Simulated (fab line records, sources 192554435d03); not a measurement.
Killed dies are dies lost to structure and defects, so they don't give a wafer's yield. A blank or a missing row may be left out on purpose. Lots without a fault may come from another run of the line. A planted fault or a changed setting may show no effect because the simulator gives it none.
Chamber matching | flow n5_finfet | N5_BEOL_M15_DEP_53 on pecvd-02: 3 sister chambers
The step deposits SiCN from 3MS/NH3, target thk 50 nm, time 17.8 s. 6 wafers are shown with their chamber, then 11 later ones without.

WAFERS WITH THEIR CHAMBER
wafer  | chamber | throttle_valve_pct (%) | showerhead_plenum_p_Torr (Torr)
L081.5 | 1       | 18.6                   | 4.173
L083.1 | 2       | 16.6                   | 4.156
L083.3 | 1       | 18.5                   | 4.161
L087.4 | 2       | 16.6                   | 4.162
L087.5 | 0       | 18.0                   | 4.154
L084.2 | 0       | 17.9                   | 4.159

WAFERS WITHOUT THEIR CHAMBER
wafer  | throttle_valve_pct (%) | showerhead_plenum_p_Torr (Torr)
L084.4 | 17.8                   | 4.167
L084.6 | 16.7                   | 4.165
L090.3 | 18.5                   | 4.167
L090.4 | 17.9                   | 4.154
L090.5 | 18.3                   | 4.159
L093.2 | 18.6                   | 4.170
L093.3 | 16.7                   | 4.162
L093.4 | 16.6                   | 4.165
L096.1 | 18.7                   | 4.166
L096.2 | 16.6                   | 4.162
L096.4 | 16.8                   | 4.167

WHICH CHAMBER EACH WENT THROUGH
wafer  | from the rows above     | in truth
L084.4 | 0                       | 0
L084.6 | 2                       | 2
L090.3 | 1                       | 1
L090.4 | 0                       | 0
L090.5 | can't be placed: 1 or 0 | 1
L093.2 | 1                       | 1
L093.3 | 2                       | 2
L093.4 | 2                       | 2
L096.1 | 1                       | 1
L096.2 | 2                       | 2
L096.4 | 2                       | 2
Placed correctly: 10 of 11. Can't be placed from these rows: 1 (the true chamber is among the candidates in 1). Placed wrongly: 0.
How it was worked out, from the rows above alone: a wafer's distance from a chamber is the root of the sum, over the readings, of the square of ((its reading less the chamber's mean) divided by the reading's scatter). The wafer belongs to the nearest chamber; if the next one is less than 2 further off, it can't be placed. A chamber's mean is the mean of its shown wafers. The scatter: the root of (the sum of the squares of (reading less its chamber's mean) over the shown wafers, divided by (wafers less chambers)).
